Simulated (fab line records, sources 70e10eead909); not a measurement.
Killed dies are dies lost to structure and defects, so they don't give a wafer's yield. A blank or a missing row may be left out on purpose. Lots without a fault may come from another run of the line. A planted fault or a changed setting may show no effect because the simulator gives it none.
fab line records | flow nand_harc
record lots=24 wafers=72 last_day=25
route steps=1159 shown A_STAIRCASE@665 A_SGD_CUT@747
lots that met no fault: from a run of the same line without faults
start_h: hours from the record's first day to the start of the lot's first wafer shown | wait_h: hours since the lot's step before | " the same as in the row above | L1.1+2: a row that stands for several wafers | - no value, or no start given | * or withheld: withheld | < > ~ a bound
route shown NAME@n: a module of which the file shows steps, and the number in the route of the first | usual: mean/standard deviation of fault-free wafers | same: alike in all rows | chamber/n: place in a boat | sites: the reading at each site | _std_site: their standard deviation | _edge_site: outer sites' mean less inner sites' | radius_mm: how far each site lies from the wafer's centre | mask NAME#n: copy n | behind: the tool/chamber that last shaped the wafer | hold: why the lot was held/for how many hours/how that ended | device: the transistor (n, p or np) that didn't switch | end of line: the same wafers' tests at the end of the route | a step without rows: its recipe alone | killed: dies lost to structure and defects at the first sort, not the wafer's yield | map: a wafer's dies, x killed, . not, _ none there
set.NAME: the setting as run; set.NAME@STEP: as run at that earlier step | model.NAME: the simulator's own value behind a step, which no gauge read
steps of the route over a sample of lots; a table a step, a row a wafer
services: from which hour (start_h, from the record's first day; less than 0 if before it) a tool's chamber was out of use, for how many hours, and why
## steps
# step NHARC_A_STAIRCASE_ETCH_292
# recipe cf4_flow_sccm=100 chf3_flow_sccm=30 ar_flow_sccm=0 rf_w=500 bias_w=200 chemistry=CF4/CHF3
# usual cf4_flow_sccm=100.03/0.26 chamber_pressure_mTorr=25.001/0.026 drypump_motor_current_A=6.0/0.38 oes_product_au=0.945/0.02 rf_vpp_V=369.9/2.5 showerhead_plenum_p_Torr=1.55/0.071 throttle_valve_pct=16.802/0.0085
# columns lot.wafer tool chamber start_h wait_h cf4_flow_sccm chamber_pressure_mTorr drypump_motor_current_A oes_product_au rf_hours_counter_h rf_vpp_V showerhead_plenum_p_Torr throttle_valve_pct
L074.1 rie_diel-01 3 252.09 0.1 100.37 25.003 6.0 0.968 44 371.2 1.58 16.803
L074.3 " 0 " " 99.24 24.973 5.7 0.987 41 368.7 1.55 16.811
L074.6 " 2 " " 100.32 25.020 5.8 0.964 - 366.8 1.49 16.799
L075.3 rie_diel-01 1 252.60 0.1 100.07 25.042 5.6 0.956 43 367.9 1.48 16.806
L075.2 " 2 " " 99.49 25.014 5.7 0.942 37 368.4 1.49 16.802
L075.6 " 0 " " 100.03 25.013 5.8 0.959 - 369.2 1.55 16.796
L076.1 rie_diel-06 0 263.33 0.1 100.63 24.994 5.9 0.961 3 371.2 1.61 16.802
L076.4 " 1 " " 100.33 24.964 6.6 0.965 4 371.3 1.65 16.793
L076.5 " 3 " " 100.20 25.032 6.3 0.984 - 366.7 1.47 16.809
L077.1 rie_diel-06 3 264.38 0.6 100.21 24.994 6.3 0.966 5 367.1 1.47 16.780
L077.5 " 2 " " 100.11 24.957 6.4 0.956 - 372.1 1.61 16.797
L077.6 " 3 " " 99.83 24.992 6.3 0.970 - 366.3 1.47 16.803
L079.1 rie_diel-01 3 278.05 0.1 99.58 25.001 6.0 0.918 53 372.0 1.58 16.814
L079.4 " 2 " " 100.15 24.994 5.8 0.925 46 369.6 1.49 16.805
L079.6 " 3 " " 99.49 25.044 6.0 0.912 - 370.6 1.58 16.807
L078.1 rie_diel-06 1 278.13 0.2 100.01 25.024 6.5 0.916 9 372.0 1.65 16.813
L078.4 " 2 " " 99.94 24.998 6.4 0.923 9 372.1 1.61 16.813
L078.6 " 1 " " 100.19 25.024 6.5 0.921 - 373.2 1.65 16.821
L081.3 rie_diel-01 2 294.48 0.1 99.86 25.053 5.8 0.918 51 366.8 1.49 16.801
L081.4 " 3 " " 99.62 24.994 6.0 0.917 59 370.9 1.58 16.796
L081.1 " 0 " " 99.59 25.026 5.8 0.914 54 370.9 1.55 16.823
L080.2 rie_diel-13 1 294.94 0.1 99.92 25.021 5.3 0.942 4 367.6 1.50 16.785
L080.4 " 0 " " 99.94 25.012 5.7 0.935 4 370.4 1.59 16.799
L080.6 " 1 " " 100.35 24.994 5.3 0.950 - 368.4 1.50 16.806
L082.4 rie_diel-06 0 311.98 0.2 99.70 25.019 5.9 0.928 22 370.9 1.61 16.820
L082.2 " 1 " " 100.18 24.980 6.5 0.941 22 372.7 1.64 16.802
L082.1 " 2 " " 100.26 24.976 6.5 0.941 22 372.3 1.60 16.790
L083.1 rie_diel-01 0 314.06 0.1 100.00 24.992 5.8 0.927 63 369.3 1.55 16.817
L083.3 " 3 " " 100.33 24.991 6.0 0.935 67 370.4 1.58 16.806
L083.6 " 2 " " 100.24 25.013 5.7 0.945 - 369.1 1.49 16.790
L085.3 rie_diel-06 1 321.38 0.3 100.00 25.037 6.5 0.937 25 373.5 1.64 16.792
L085.4 " 2 " " 100.23 24.974 6.4 0.931 25 371.9 1.60 16.791
L085.5 " 1 " " 99.94 24.952 6.5 0.940 - 372.6 1.64 16.818
L084.3 rie_diel-06 0 322.71 0.1 99.96 25.000 5.9 0.955 27 370.3 1.60 16.807
L084.5 " 2 " " 99.88 24.981 6.4 0.976 - 371.3 1.60 16.807
L084.6 " 3 " " 99.97 25.025 6.2 0.964 - 367.3 1.46 16.807
L087.2 rie_diel-13 3 328.99 0.1 99.89 24.983 5.4 0.953 22 367.3 1.46 16.813
L087.1 " 1 " " 99.71 24.954 5.3 0.949 20 368.2 1.49 16.801
L087.6 " 2 " " 99.58 25.077 6.5 0.947 - 375.1 1.69 16.794
L086.1 rie_diel-06 1 336.19 0.1 100.32 24.987 6.5 0.972 33 373.5 1.64 16.801
L086.4 " 3 " " 100.33 24.984 6.3 0.978 33 366.6 1.46 16.792
L086.6 " 2 " " 99.90 24.972 6.4 0.969 - 369.2 1.60 16.790
L088.1 rie_diel-01 0 338.51 0.1 99.69 24.997 5.7 0.970 5 369.4 1.54 16.805
L088.3 " 2 " " 100.07 24.964 5.8 0.970 5 367.2 1.49 16.778
L088.5 " 3 " " 99.95 25.022 6.0 0.965 - 371.7 1.58 16.807
L089.2 rie_diel-13 3 338.94 0.1 100.40 25.002 5.4 0.941 25 367.7 1.46 16.805
L089.1 " 0 " " 100.07 24.988 5.6 0.967 22 371.8 1.59 16.806
L089.5 " 3 " " 99.95 25.022 5.4 0.931 - 366.4 1.46 16.802
L090.4 rie_diel-06 3 349.85 0.1 100.43 25.010 6.2 0.920 37 367.7 1.46 16.795
L090.1 " 1 " " 99.94 25.006 6.5 0.935 37 371.7 1.64 16.804
L090.2 " 2 " " 99.93 24.949 6.4 0.914 36 371.8 1.60 16.811
L091.1 rie_diel-01 2 351.81 0.1 99.93 24.967 5.8 0.931 10 367.5 1.49 16.788
L091.3 " 0 " " 99.71 25.067 5.7 0.937 9 369.6 1.54 16.795
L091.4 " 1 " " 99.67 24.983 5.6 0.931 8 368.0 1.48 16.790
L092.1 rie_diel-01 3 352.09 0.2 99.98 24.966 6.0 0.921 9 370.9 1.58 16.813
L092.6 " 3 " " 99.64 25.001 6.0 0.923 - 369.2 1.58 16.788
L092.5 " 0 " " 100.39 25.031 5.8 0.932 - 370.4 1.54 16.814
L093.3 rie_diel-13 3 367.10 0.1 100.12 25.034 5.4 0.939 35 366.6 1.46 16.799
L093.2 " 0 " " 99.71 25.001 5.7 0.955 31 371.7 1.59 16.803
L093.1 " 1 " " 100.29 24.999 5.3 0.943 33 366.1 1.49 16.806
L094.4 rie_diel-13 2 370.47 0.1 100.28 24.994 6.6 0.972 36 373.4 1.69 16.798
L094.3 " 0 " " 100.01 25.016 5.6 0.968 33 372.4 1.59 16.788
L094.6 " 1 " " 100.21 24.971 5.3 0.962 - 366.9 1.49 16.805
L095.2 rie_diel-01 0 377.82 0.1 100.13 24.987 5.8 0.931 19 369.0 1.54 16.796
L095.1 " 3 " " 100.12 24.970 6.0 0.918 20 370.3 1.57 16.781
L095.6 " 1 " " 99.97 25.043 5.6 0.936 - 367.5 1.47 16.792
L096.2 rie_diel-06 2 386.06 0.1 99.77 24.955 6.4 0.961 52 371.7 1.59 16.808
L096.5 " 0 " " 100.15 25.015 5.9 0.951 - 370.3 1.60 16.805
L096.4 " 2 " " 99.92 24.995 6.4 0.955 - 372.1 1.59 16.798
L097.3 rie_diel-06 3 398.18 0.1 99.55 24.987 6.3 0.936 48 367.0 1.46 16.812
L097.1 " 0 " " 100.09 25.030 5.9 0.920 57 372.0 1.60 16.802
L097.6 " 2 " " 99.99 25.019 6.4 0.911 - 371.9 1.59 16.807
# step NHARC_A_STAIRCASE_ETCH_452
# recipe target_depth_a=300 overetch_a=30 time_s=16.5 ion_energy_ev=100 cf4_flow_sccm=80 o2_flow_sccm=20 ar_flow_sccm=0 rf_w=300 bias_w=100 chemistry=CF4/O2
# usual cf4_flow_sccm=80.02/0.24 chamber_pressure_mTorr=30.002/0.027 drypump_motor_current_A=6.0/0.38 oes_product_au=0.999/0.009 rf_vpp_V=197.4/1.4 showerhead_plenum_p_Torr=1.32/0.061 throttle_valve_pct=13.397/0.0088
# columns lot.wafer tool chamber start_h wait_h cf4_flow_sccm chamber_pressure_mTorr drypump_motor_current_A oes_product_au rf_hours_counter_h rf_vpp_V showerhead_plenum_p_Torr throttle_valve_pct
L074.3 rie_diel-01 3 - - 79.90 29.981 6.0 0.985 44 196.7 1.35 13.400
L074.1 " 0 " " 80.13 29.958 5.8 0.988 42 198.7 1.31 13.391
L074.6 " 2 " " 79.95 30.002 5.8 1.001 - 194.9 1.26 13.394
L075.3 rie_diel-01 0 - - 79.52 29.984 5.7 0.982 42 196.7 1.31 13.418
L075.2 " 2 " " 79.95 30.000 5.8 0.991 37 194.5 1.26 13.400
L075.6 " 1 " " 80.04 30.038 5.6 0.993 - 196.7 1.26 13.396
L076.1 rie_diel-06 3 - - 79.90 29.981 6.3 1.004 4 195.8 1.24 13.423
L076.4 " 0 " " 79.92 30.003 5.9 0.991 3 197.3 1.37 13.382
L076.5 " 3 " " 79.92 30.037 6.3 1.002 - 196.1 1.24 13.404
L077.1 rie_diel-06 0 - - 80.52 30.024 5.9 0.992 3 196.4 1.37 13.390
L077.5 " 2 " " 80.29 30.056 6.4 1.008 - 199.5 1.36 13.416
L077.6 " 3 " " 79.59 30.024 6.2 1.008 - 195.7 1.24 13.393
L079.4 rie_diel-01 2 - - 80.20 30.018 5.8 1.003 46 196.4 1.26 13.409
L079.1 " 1 " " 80.07 30.013 5.6 1.010 51 196.6 1.25 13.384
L079.6 " 2 " " 80.09 29.994 5.8 1.009 - 197.8 1.26 13.393
L078.1 rie_diel-06 1 - - 80.47 30.028 6.5 1.002 10 200.2 1.40 13.399
L078.4 " 0 " " 79.82 29.991 5.9 0.985 9 198.1 1.37 13.396
L078.6 " 1 " " 80.32 29.983 6.5 1.003 - 198.0 1.40 13.392
L081.4 rie_diel-01 1 - - 79.69 29.988 5.6 0.997 55 195.2 1.25 13.409
L081.3 " 3 " " 80.25 30.032 6.0 0.989 59 198.5 1.34 13.400
L081.1 " 0 " " 80.19 29.995 5.8 0.992 54 197.4 1.31 13.411
L080.2 rie_diel-13 1 - - 79.98 29.966 5.3 1.007 5 197.1 1.27 13.389
L080.4 " 2 " " 80.32 29.987 6.5 0.990 5 199.8 1.44 13.398
L080.6 " 3 " " 80.11 29.967 5.4 0.993 - 197.0 1.24 13.400
L082.2 rie_diel-06 0 - - 79.65 29.996 5.9 1.001 23 198.1 1.36 13.394
L082.4 " 1 " " 79.80 30.026 6.5 1.007 22 198.6 1.40 13.391
L082.1 " 2 " " 80.27 30.045 6.4 1.003 22 197.9 1.36 13.393
L083.3 rie_diel-01 3 - - 79.90 30.035 6.0 0.981 68 197.3 1.34 13.404
L083.1 " 0 " " 80.17 30.047 5.8 0.988 63 196.4 1.31 13.391
L083.6 " 3 " " 80.16 30.028 6.0 0.990 - 198.8 1.34 13.392
L085.4 rie_diel-06 0 - - 80.19 30.051 5.9 0.981 27 197.5 1.36 13.394
L085.3 " 1 " " 79.87 30.008 6.5 1.005 26 198.8 1.39 13.396
L085.5 " 1 " " 79.93 30.009 6.5 1.000 - 198.3 1.40 13.405
L084.3 rie_diel-06 3 - - 80.25 29.984 6.3 1.005 27 194.5 1.24 13.391
L084.6 " 0 " " 80.48 29.993 5.9 1.001 - 198.9 1.36 13.401
L084.5 " 1 " " 79.95 30.036 6.5 1.017 - 198.6 1.39 13.382
L087.2 rie_diel-13 0 - - 80.61 30.073 5.6 1.008 19 196.6 1.35 13.391
L087.1 " 1 " " 80.51 30.002 5.3 1.007 20 197.1 1.26 13.393
L087.6 " 1 " " 79.96 29.996 5.3 0.999 - 197.2 1.26 13.399
L086.1 rie_diel-06 2 - - 80.23 29.988 6.4 0.984 33 197.4 1.36 13.402
L086.4 " 0 " " 79.73 30.013 5.9 0.988 34 198.4 1.36 13.389
L086.6 " 2 " " 80.34 29.980 6.4 0.989 - 199.2 1.36 13.409
L088.1 rie_diel-01 3 - - 79.58 29.941 6.0 0.997 5 197.8 1.34 13.401
L088.3 " 0 " " 80.14 29.976 5.8 1.008 5 196.4 1.31 13.387
L088.5 " 0 " " 80.22 29.985 5.7 1.013 - 196.8 1.31 13.403
L089.1 rie_diel-13 3 - - 80.27 29.957 5.4 1.001 26 194.5 1.24 13.394
L089.2 " 0 " " 80.08 30.017 5.6 1.001 22 198.1 1.35 13.407
L089.5 " 1 " " 80.05 29.997 5.3 1.006 - 195.3 1.26 13.398
L090.2 rie_diel-06 1 - - 79.93 29.987 6.5 1.015 39 198.7 1.39 13.402
L090.1 " 2 " " 79.27 29.977 6.4 0.999 38 197.3 1.36 13.401
L090.4 " 0 " " 79.79 30.011 5.9 0.991 39 197.5 1.36 13.392
L091.1 rie_diel-01 0 - - 80.45 30.063 5.8 1.017 9 198.5 1.31 13.389
L091.3 " 1 " " 80.15 29.998 5.6 1.001 8 195.0 1.25 13.386
L091.4 " 2 " " 80.16 30.014 5.7 1.007 10 198.4 1.26 13.394
L092.1 rie_diel-01 3 - - 79.98 30.004 6.0 1.008 10 199.1 1.34 13.392
L092.6 " 3 " " 79.75 30.018 6.0 0.996 - 198.0 1.34 13.405
L092.5 " 0 " " 79.83 30.003 5.8 1.016 - 197.1 1.31 13.391
L093.1 rie_diel-13 2 - - 80.21 30.046 6.5 1.003 35 198.8 1.44 13.399
L093.2 " 3 " " 80.46 29.982 5.4 1.000 35 195.1 1.23 13.403
L093.3 " 0 " " 79.66 30.002 5.6 1.019 31 197.4 1.35 13.406
L094.3 rie_diel-13 3 - - 79.75 29.960 5.4 0.999 36 196.7 1.23 13.409
L094.4 " 0 " " 80.03 29.980 5.7 1.011 33 199.3 1.35 13.403
L094.6 " 2 " " 80.08 29.994 6.5 0.989 - 197.9 1.44 13.377
L095.1 rie_diel-01 3 - - 79.81 30.002 6.0 0.995 20 197.6 1.34 13.404
L095.2 " 0 " " 79.99 30.001 5.8 1.011 19 197.3 1.31 13.383
L095.6 " 0 " " 80.32 30.003 5.8 1.003 - 198.3 1.31 13.395
L096.4 rie_diel-06 2 - - 79.83 30.004 6.4 0.988 52 197.5 1.35 13.386
L096.2 " 0 " " 79.75 29.995 5.9 0.983 53 198.0 1.36 13.397
L096.5 " 2 " " 79.54 30.008 6.4 0.994 - 197.9 1.35 13.408
L097.1 rie_diel-06 2 - - 79.57 29.987 6.4 0.987 58 199.1 1.35 13.397
L097.3 " 0 " " 79.93 30.039 5.9 0.989 58 198.9 1.36 13.381
L097.6 " 2 " " 79.82 30.014 6.4 0.989 - 197.9 1.35 13.375
# step NHARC_A_STAIRCASE_ETCHBACK_416
# recipe target_depth_a=360 time_s=7.2 c4f8_flow_sccm=withheld o2_flow_sccm=8 ar_flow_sccm=withheld rf_w=600 bias_w=800 chemistry=C4F8/O2/Ar
# usual chamber_pressure_mTorr=25.001/0.024 oes_product_au=0.94/0.032 rf_vpp_V=721/4.6
# columns lot.wafer tool chamber start_h wait_h chamber_pressure_mTorr oes_product_au rf_hours_counter_h rf_vpp_V
L074.3 rie_diel-13 0 - - 25.007 0.91 55 725
L074.1 " 2 " " 24.991 0.92 58 715
L074.6 " 1 " " 25.048 0.92 - 718
L075.3 rie_diel-13 1 - - 25.024 0.92 55 719
L075.2 " 2 " " 25.011 0.94 59 716
L075.6 " 3 " " 24.992 0.93 - 717
L076.1 rie_diel-13 1 - - 24.986 0.99 58 718
L076.4 " 2 " " 24.997 1.00 61 717
L076.5 " 1 " " 24.991 1.01 - 719
L077.1 rie_diel-01 3 - - 25.031 0.92 51 724
L077.6 " 1 " " 25.030 0.92 - 717
L077.5 " 2 " " 25.024 0.93 - 717
L079.1 rie_diel-13 0 - - 25.023 1.00 1 724
L079.4 " 2 " " 24.973 0.99 2 732
L079.6 " 1 " " 24.961 0.99 - 717
L078.1 rie_diel-01 0 - - 24.988 0.91 53 721
L078.4 " 1 " " 25.013 0.91 55 718
L078.6 " 0 " " 24.998 0.92 - 723
L081.4 rie_diel-06 1 - - 24.985 1.01 20 728
L081.1 " 2 " " 25.016 1.00 20 725
L081.3 " 0 " " 25.041 0.99 20 725
L080.2 rie_diel-13 2 - - 24.994 0.93 12 732
L080.4 " 0 " " 25.031 0.93 9 725
L080.6 " 1 " " 24.988 0.92 - 717
L082.4 rie_diel-01 0 325.78 2.6 24.998 1.01 0 721
L082.2 " 1 " " 25.018 1.00 0 717
L082.1 " 2 " " 24.988 1.01 0 718
L083.1 rie_diel-01 1 - - 25.023 1.00 0 717
L083.3 " 3 " " 24.994 1.01 0 725
L083.6 " 0 " " 25.000 1.02 - 722
L085.3 rie_diel-13 1 - - 25.027 0.93 21 719
L085.4 " 2 " " 24.987 0.93 22 731
L085.5 " 0 " " 25.000 0.92 - 723
L084.3 rie_diel-01 3 - - 25.010 0.92 4 723
L084.5 " 3 " " 25.039 0.93 - 724
L084.6 " 0 " " 25.006 0.94 - 721
L087.1 rie_diel-13 3 - - 25.002 0.93 26 716
L087.2 " 0 " " 24.985 0.93 22 725
L087.6 " 3 " " 24.968 0.92 - 716
L086.1 rie_diel-01 2 - - 25.010 0.94 7 718
L086.4 " 1 " " 25.009 0.94 6 716
L086.6 " 3 " " 25.012 0.93 - 723
L088.1 rie_diel-01 1 - - 24.979 0.94 6 716
L088.3 " 2 " " 25.018 0.92 8 716
L088.5 " 0 " " 25.009 0.93 - 723
L089.2 rie_diel-06 3 - - 24.937 0.92 37 715
L089.1 " 2 " " 24.968 0.92 36 725
L089.5 " 0 " " 25.004 0.92 - 726
L090.4 rie_diel-13 3 - - 24.994 0.92 33 716
L090.2 " 0 " " 24.985 0.94 29 725
L090.1 " 1 " " 24.992 0.93 31 717
L091.3 rie_diel-01 1 - - 25.041 0.91 11 717
L091.4 " 2 " " 25.014 0.92 13 716
L091.1 " 3 " " 24.973 0.93 13 724
L092.1 rie_diel-01 3 - - 24.937 0.93 13 725
L092.6 " 1 " " 24.996 0.93 - 718
L092.5 " 2 " " 25.001 0.93 - 718
L093.2 rie_diel-06 0 - - 25.000 0.93 50 725
L093.3 " 1 " " 25.022 0.93 50 726
L093.1 " 2 " " 24.956 0.93 49 724
L094.3 rie_diel-06 2 - - 24.998 0.92 51 725
L094.4 " 1 " " 25.023 0.93 - 727
L094.6 " 0 " " 24.996 0.92 - 725
L095.1 rie_diel-13 3 - - 25.023 0.92 43 716
L095.2 " 0 " " 24.991 0.94 39 724
L095.6 " 0 " " 25.026 0.94 - 722
L096.2 rie_diel-06 2 - - 25.008 0.91 57 725
L096.4 " 1 " " 25.037 0.93 56 727
L096.5 " 3 " " 25.003 0.93 - 715
L097.1 rie_diel-01 1 - - 25.010 0.93 30 717
L097.3 " 2 " " 25.019 0.94 31 717
L097.6 " 2 " " 24.995 0.93 - 718
# step NHARC_A_STAIRCASE_CMP_152
# usual motor_current_A=12.8/1.4
# columns lot.wafer tool chamber start_h wait_h motor_current_A
L075.2 cmp-02 1 302.14 0.1 12.7
L075.3 " 2 " " 13.8
L075.6 " 0 " " 12.1
L074.3 cmp-03 1 302.46 0.1 12.2
L074.1 " 3 " " 12.8
L074.6 " 1 " " 12.9
L077.1 cmp-02 1 313.71 0.1 12.2
L077.5 " 1 " " 12.7
L077.6 " 2 " " 14.0
L076.4 cmp-03 0 313.96 0.1 13.2
L076.1 " 1 " " 11.7
L076.5 " 1 " " 12.3
L079.1 cmp-03 3 328.69 0.1 12.9
L079.4 " 1 " " 12.6
L079.6 " 0 " " 13.5
L078.4 cmp-04 2 328.83 0.1 14.1
L078.1 " 3 " " 13.2
L078.6 " 2 " " 13.5
L081.3 cmp-02 3 352.85 0.1 9.8
L081.1 " 0 " " 13.4
L081.4 " 2 " " 13.6
L080.2 cmp-02 1 353.36 0.1 12.4
L080.4 " 0 " " 13.5
L080.6 " 2 " " 14.5
L082.2 cmp-04 2 369.04 0.1 13.6
L082.4 " 3 " " 12.7
L082.1 " 0 " " 13.6
L084.3 cmp-03 3 369.49 0.1 12.1
L084.6 " 3 " " 12.4
L084.5 " 0 " " 13.7
L083.3 cmp-04 1 370.52 0.1 15.3
L083.1 " 2 " " 13.5
L083.6 " 3 " " 13.1
L085.3 cmp-02 1 371.30 0.1 11.9
L085.4 " 0 " " 13.0
L085.5 " 2 " " 13.3
L087.1 cmp-03 2 383.31 0.1 14.6
L087.2 " 1 " " 12.5
L087.6 " 3 " " 13.4
L089.1 cmp-04 1 392.29 0.1 14.4
L089.2 " 3 " " 13.5
L089.5 " 2 " " 14.8
L088.3 cmp-03 3 392.67 0.1 13.0
L088.1 " 1 " " 12.5
L088.5 " 0 " " 13.6
L086.4 cmp-02 0 392.96 0.1 12.2
L086.1 " 1 " " 12.9
L086.6 " 3 " " 9.3
L092.1 cmp-04 0 404.67 0.1 13.2
L092.6 " 1 " " 15.4
L092.5 " 2 " " 13.3
L090.2 cmp-02 3 404.77 0.1 9.6
L090.1 " 0 " " 13.4
L090.4 " 1 " " 13.1
L091.3 cmp-03 1 404.94 0.1 12.4
L091.4 " 2 " " 13.9
L091.1 " 3 " " 12.7
L093.2 cmp-02 2 421.71 0.1 13.1
L093.3 " 3 " " 9.7
L093.1 " 1 " " 13.1
L094.3 cmp-03 1 421.99 0.1 12.3
L094.4 " 3 " " 13.1
L094.6 " 0 " " 13.4
L096.4 cmp-03 1 431.20 0.1 12.2
L096.2 " 2 " " 14.0
L096.5 " 1 " " 11.8
L095.1 cmp-02 0 431.32 0.1 12.9
L095.2 " 1 " " 12.2
L095.6 " 1 " " 12.3
L097.1 cmp-02 3 449.03 0.1 9.5
L097.3 " 0 " " 13.3
L097.6 " 0 " " 13.3
# step NHARC_A_SGD_CUT_DEP_00
# recipe target_thk_a=500 temp_c=400 target_thk_nm=50 flow_sccm=200 rf_w=450 material=SiNx
# usual heater_power_w=683/140 susceptor_temp_C=400.00/0.24
# columns lot.wafer tool chamber start_h wait_h heater_power_w susceptor_temp_C
L075.3 pecvd-04 2 303.93 0.1 514 399.87
L075.2 " 1 " " 802 400.34
L075.6 " 0 " " 579 399.75
L074.1 pecvd-04 0 304.35 0.1 499 399.89
L074.3 " 2 " " 611 400.01
L074.6 " 2 " " 620 400.15
L077.1 pecvd-04 0 315.68 0.2 567 399.92
L077.5 " 2 " " 563 399.85
L077.6 " 1 " " 1006 400.02
L076.1 pecvd-03 0 316.22 0.1 886 400.47
L076.5 " 2 " " 578 399.90
L076.4 " 0 " " 899 399.95
L079.1 pecvd-03 0 330.65 0.1 899 400.09
L079.6 " 0 " " 895 399.90
L079.4 " 2 " " 551 400.00
L078.1 pecvd-03 2 330.85 0.2 661 400.00
L078.6 " 1 " " 604 399.86
L078.4 " 0 " " 931 400.03
L081.3 pecvd-02 0 354.70 0.1 752 400.00
L081.1 " 2 " " 596 400.28
L081.4 " 1 " " 756 399.93
L080.2 pecvd-04 1 355.16 0.1 971 399.99
L080.6 " 2 " " 643 399.70
L080.4 " 0 " " 606 400.09
L082.1 pecvd-03 1 370.98 0.1 605 400.18
L082.2 " 0 " " 777 400.20
L082.4 " 2 " " 537 400.29
L084.3 pecvd-03 2 371.46 0.1 603 399.77
L084.6 " 0 " " 878 400.29
L084.5 " 2 " " 610 399.99
L083.1 pecvd-04 0 372.27 0.1 620 399.70
L083.3 " 2 " " 645 400.10
L083.6 " 1 " " 943 399.96
L085.3 pecvd-03 1 373.16 0.1 515 399.81
L085.5 " 0 " " 935 400.34
L085.4 " 1 " " 534 400.06
L087.2 pecvd-02 0 385.21 0.1 784 400.05
L087.1 " 1 " " 701 400.20
L087.6 " 2 " " 578 400.65
L089.1 pecvd-02 1 394.10 0.1 798 399.75
L089.2 " 2 " " 523 399.96
L089.5 " 0 " " 712 400.21
L088.1 pecvd-02 0 394.52 0.1 725 399.49
L088.3 " 1 " " 720 399.80
L088.5 " 2 " " 520 400.20
L086.1 pecvd-02 2 394.81 0.1 529 399.83
L086.6 " 0 " " 770 400.00
L086.4 " 1 " " 763 399.89
L092.1 pecvd-02 0 406.56 0.1 767 400.23
L092.5 " 1 " " 786 399.40
L092.6 " 2 " " 503 399.73
L090.1 pecvd-03 0 406.70 0.1 878 400.06
L090.2 " 1 " " 537 399.75
L090.4 " 2 " " 596 400.05
L091.3 pecvd-02 1 406.78 0.1 663 399.40
L091.1 " 2 " " 511 400.09
L091.4 " 0 " " 758 400.05
L093.2 pecvd-02 2 423.90 0.1 493 400.36
L093.3 " 0 " " 636 400.01
L093.1 " 1 " " 710 399.66
L094.3 pecvd-02 2 424.13 0.1 620 400.45
L094.4 " 1 " " 718 399.92
L094.6 " 2 " " 622 399.97
L096.2 pecvd-02 1 433.09 0.1 724 399.84
L096.5 " 2 " " 533 400.20
L096.4 " 0 " " 791 399.90
L095.1 pecvd-04 0 433.23 0.1 539 399.58
L095.2 " 1 " " 988 399.84
L095.6 " 2 " " 631 399.72
L097.1 pecvd-04 0 450.81 0.1 548 400.42
L097.3 " 2 " " 641 399.95
L097.6 " 0 " " 551 400.61
# step NHARC_A_SGD_CUT_THK_MEAS_22
# recipe thk_meas_gauge=ellipsometry
# usual thk_nm=148.4/1.4
# columns lot.wafer tool chamber start_h wait_h thk_nm
L074.1 film_metro-02 - 310.84 0.2 146.8
L074.3 " - " " 149.8
L074.6 " - " " 149.4
L075.2 film_metro-02 - 310.85 0.2 147.0
L075.3 " - " " 149.7
L075.6 " - " " 150.3
L077.1 film_metro-01 - 323.45 0.2 149.4
L077.5 " - " " 147.9
L077.6 " - " " 147.2
L076.1 film_metro-01 - 323.47 0.2 149.1
L076.4 " - " " 148.9
L076.5 " - " " 148.9
L079.1 film_metro-02 - 339.54 0.2 149.0
L079.4 " - " " 151.4
L079.6 " - " " 149.3
L078.1 film_metro-01 - 339.57 0.2 147.4
L078.4 " - " " 145.8
L078.6 " - " " 145.2
L081.1 film_metro-01 - 362.29 0.2 148.7
L081.3 " - " " 146.7
L081.4 " - " " 146.6
L080.2 film_metro-02 - 362.29 0.2 149.4
L080.4 " - " " 150.3
L080.6 " - " " 149.8
L082.1 film_metro-02 - 378.04 0.2 148.5
L082.2 " - " " 149.7
L082.4 " - " " 148.8
L084.3 film_metro-01 - 378.04 0.2 147.2
L084.5 " - " " 147.1
L084.6 " - " " 149.7
L085.3 film_metro-01 - 378.19 0.2 148.1
L085.4 " - " " 149.4
L085.5 " - " " 148.7
L083.1 film_metro-01 - 378.19 0.2 148.1
L083.3 " - " " 149.1
L083.6 " - " " 148.1
L087.1 film_metro-01 - 392.30 0.2 145.3
L087.2 " - " " 150.0
L087.6 " - " " 147.2
L089.1 film_metro-01 - 402.86 0.2 147.0
L089.2 " - " " 148.2
L089.5 " - " " 147.0
L086.1 film_metro-01 - 402.87 0.2 147.7
L086.4 " - " " 147.5
L086.6 " - " " 146.3
L088.1 film_metro-01 - 403.02 0.2 151.3
L088.3 " - " " 148.4
L088.5 " - " " 147.3
L091.1 film_metro-02 - 413.23 0.2 147.8
L091.3 " - " " 149.0
L091.4 " - " " 148.0
L092.1 film_metro-01 - 413.23 0.2 147.3
L092.5 " - " " 150.4
L092.6 " - " " 149.7
L090.1 film_metro-02 - 413.25 0.2 148.2
L090.2 " - " " 148.4
L090.4 " - " " 148.1
L093.1 film_metro-02 - 430.75 0.2 148.3
L093.2 " - " " 147.9
L093.3 " - " " 145.4
L094.3 film_metro-01 - 430.76 0.2 147.9
L094.4 " - " " 146.9
L094.6 " - " " 148.7
L096.2 film_metro-02 - 440.94 0.2 147.4
L096.4 " - " " 149.7
L096.5 " - " " 149.4
L095.1 film_metro-01 - 440.94 0.2 148.2
L095.2 " - " " 149.0
L095.6 " - " " 147.8
L097.1 film_metro-02 - 462.79 0.2 150.1
L097.3 " - " " 151.1
L097.6 " - " " 150.2
## services
# columns tool chamber start_h hours kind
cmp-02 - 230.86 4.0 pm
rie_diel-06 - 241.27 9.0 pm
cmp-03 - 254.00 4.0 pm
rie_diel-01 1 255.60 2.0 repair
cmp-03 - 260.32 0.7 repair
rie_diel-01 0 260.84 5.2 repair
pecvd-02 - 266.83 0.2 repair
cmp-03 - 272.47 0.9 repair
rie_diel-13 - 276.08 9.0 pm
cmp-02 - 289.70 4.6 repair
cmp-03 - 294.03 1.7 repair
rie_diel-06 - 296.99 3.5 repair
cmp-03 - 303.28 2.6 repair
pecvd-02 - 303.58 1.6 repair
rie_diel-01 1 308.71 14.6 repair
rie_diel-13 2 309.80 3.9 repair
rie_diel-01 - 315.40 9.0 pm
cmp-02 - 328.86 4.0 pm
rie_diel-01 1 333.90 6.0 repair
pecvd-02 - 334.28 13.0 pm
rie_diel-06 3 359.28 27.0 repair
rie_diel-06 - 418.27 9.0 pm
cmp-02 - 426.86 4.0 pm
rie_diel-13 2 445.58 10.8 repair
## key
fault none
